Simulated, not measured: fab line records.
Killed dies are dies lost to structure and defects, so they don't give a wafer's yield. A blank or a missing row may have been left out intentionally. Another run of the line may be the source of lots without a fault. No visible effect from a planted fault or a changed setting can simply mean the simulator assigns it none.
A lot that was struck, set against a sound lot + flow nand harc + 39 steps out of a route of 1159
Sound: wafers L825.2, L825.4, L825.6. Wafers struck: L842.2, L842.3, L842.4. Last of all comes the cause.
At each step with rows: each side's tool, then ch and its chambers, then its first start. Under that, the readings that differ: sound wafers + struck wafers + difference of the means + sigmas: that difference in standard deviations of wafers without a fault.
alike: readings with means less than 2 such deviations apart, plus words and numbers identical on both sides. not compared: withheld readings, readings lacking a value on some wafer, bounds such as >300 that could conceal the same value, and numbers that have no deviation in the record and whose values overlap.
A row with sigmas, a row that says differs or no value, or rows on one side alone: a step with any of these is where the two part. Non-overlapping numbers with no deviation appear without sigmas and do not part them. A reading that every wafer of one side lacks parts them only if that side has two wafers or more.

first, 8 steps without rows for these wafers: NHARC_P_BONDPAD_HMDS_02 (time 30 s); NHARC_P_BONDPAD_COAT_36 (time 65 s); NHARC_P_BONDPAD_COAT_03 (resist thk 600 nm); NHARC_P_BONDPAD_SOFTBAKE_04 (time 70 s); NHARC_P_BONDPAD_EBR_05; NHARC_P_BONDPAD_EXPOSE_06 (exposes mask P BPAD); NHARC_P_BONDPAD_PEB_07 (peb time 80 s); NHARC_P_BONDPAD_DEVELOP_08 (time 50 s).
NHARC_P_BONDPAD_CD_MEAS_09: target cd 500 nm.
  sound on cd sem-03 ch 0, day 7 10:52; struck on cd sem-01 ch 0, day 11 14:34
  alike: cd nm
NHARC_P_BONDPAD_OVL_MEAS_38:
  struck on overlay-01, day 11 14:38; sound on overlay-02, day 7 10:57
  alike: overlay x nm, overlay y nm
then, 1 step without rows for these wafers: NHARC_P_BONDPAD_HARDBAKE_10 (time 65 s).
NHARC_P_BONDPAD_DESCUM_11: chemistry O2, time 3 s.
  sound on rie diel-12 ch 0,2,3, day 7 11:05; struck on rie diel-04 ch 0,1,3, day 11 14:46
  alike: drypump motor current A, oes product au, rf vpp V, showerhead plenum p Torr, throttle valve pct
  not compared: rf hours counter h
NHARC_P_BONDPAD_ETCH_37: etches the open film in N2/H2, target depth 60 nm, overetch 18 nm, time 65.91 s.
  sound on rie diel-12 ch 0,2, day 7 11:11; struck on rie diel-04 ch 0,1,2, day 11 14:51
  alike: drypump motor current A, oes product au, rf vpp V, showerhead plenum p Torr, throttle valve pct
  not compared: rf hours counter h
then, 1 step without rows for these wafers: NHARC_P_BONDPAD_ETCH_12 (etches the open film in CHF3/O2, target depth 200 nm, time 100 s).
NHARC_P_BONDPAD_CD_MEAS_13:
  struck on cd sem-03, day 11 15:05; sound on cd sem-03, day 7 11:24
  alike: cd nm
NHARC_P_BONDPAD_STRIP_15: strips in O2.
  sound on rie diel-12 ch 0,1, day 7 11:30; struck on rie diel-12 ch 0,2,3, day 11 15:10
  alike: drypump motor current A, oes product au, rf vpp V, showerhead plenum p Torr, throttle valve pct
  not compared: rf hours counter h
NHARC_P_BONDPAD_ETCH_24: etches the open film in CF4/N2, target depth 30 nm, time 72.99 s.
  sound: rie diel-12 ch 1,2; struck: rie diel-12 ch 0,1,3
| reading                | sound                | struck               | difference | sigmas |
|------------------------|----------------------|----------------------|------------|--------|
| throttle valve pct (%) | 19.788 19.770 19.788 | 19.800 19.794 19.808 | +0.019     | +2     |
  alike: drypump motor current A, oes product au, rf vpp V, showerhead plenum p Torr
  not compared: rf hours counter h
then, 1 step without rows for these wafers: NHARC_P_BONDPAD_STRIP_16 (strips in post etch residue remover, time 600 s).
NHARC_P_BONDPAD_DEGAS_25: time 60 s.
  struck on pvd sputter-01, day 11 15:43; sound on pvd sputter-01, day 7 12:03
  alike: heater power w
NHARC_P_BONDPAD_PRE_CLEAN_26: time 30 s.
  sound on pvd sputter-01; struck on pvd sputter-01
  alike: heater power w
then, 5 steps without rows for these wafers: NHARC_P_BONDPAD_PVD_17 (deposits TaN, target thk 5 nm, time 8.06 s); NHARC_P_BONDPAD_PVD_27 (deposits Cu, target thk 30 nm, time 20.49 s); NHARC_P_BONDPAD_ECD_18 (material Cu, target thk 400 nm); NHARC_P_BONDPAD_ANNEAL_28 (time 90 s); NHARC_P_BONDPAD_CMP_19 (polishes, t overpolish 30 s, cu recess touch 16 s, target thk 160.81 nm).
NHARC_P_BONDPAD_THK_MEAS_20: measures by xrf.
  struck on film metro-02, day 11 17:07; sound on film metro-02, day 7 13:26
  alike: thk nm
then, 12 steps without rows for these wafers: NHARC_P_BONDPAD_SRD_21 (time 30 s, dry time 20 s); NHARC_P_BONDPAD_ACTIVATE_29 (chemistry N2, time 60 s); NHARC_P_BONDPAD_PRECLEAN_30 (cleans in DIW, time 300 s); NHARC_P_BONDPAD_SRD_31 (time 30 s, dry time 20 s); NHARC_A_ZERO_WELL_PRECLEAN_00 (cleans in SPM, time 600 s); NHARC_A_ZERO_WELL_SRD_01; NHARC_A_ZERO_WELL_DEHYDRATE_02 (time 120 s); NHARC_A_ZERO_WELL_HMDS_03 (time 30 s); NHARC_A_ZERO_WELL_COAT_18 (time 65 s); NHARC_A_ZERO_WELL_COAT_04 (resist thk 600 nm); NHARC_A_ZERO_WELL_SOFTBAKE_05 (time 70 s); NHARC_A_ZERO_WELL_EBR_06.
-- break in the record here, with 13 days between the starts of the struck wafers on either side (left off in module A_ZERO_WELL, picked up again in module END, where the first step shown is number 1159 on the route) --
NHARC_END_SORT_01:
  sound on prober-02 ch 0, day 20 05:26; struck on prober-01 ch 0, day 25 04:21
| reading                  | sound          | struck         | difference | sigmas |
|--------------------------|----------------|----------------|------------|--------|
| defect limited yield (%) | 93.9 95.0 95.6 | 84.2 84.5 83.6 | -10.7      | -8     |
| killed at periphery      | 4 3 6          | 91 89 85       | +84        | +32    |
| killed dies              | 41 34 30       | 107 105 111    | +73        | +7     |
| sort_bin_2_pct (%)       | 1.2 1.8 0.9    | 6.6 6.9 7.5    | +5.7       | +10    |
| sort_bin_3_pct (%)       | 0.15 0.15 0.15 | 2.22 2.66 3.25 | +2.56      | +13    |
| sort_bin_4_pct (%)       | 4.7 3.1 3.4    | 6.9 5.9 5.6    | +2.4       | +2     |
| sort n pass              | 636 643 647    | 570 572 566    | -73        | -7     |
| sort yield pct (%)       | 93.9 95.0 95.6 | 84.2 84.5 83.6 | -10.7      | -8     |
  alike: killed at array, killed at other, killed open, killed short, sort rim yield pct

## WHERE THEY PART
Earliest at NHARC_P_BONDPAD_ETCH_24; latest, in this record, at NHARC_END_SORT_01.

WHY: what had been put in by the simulator
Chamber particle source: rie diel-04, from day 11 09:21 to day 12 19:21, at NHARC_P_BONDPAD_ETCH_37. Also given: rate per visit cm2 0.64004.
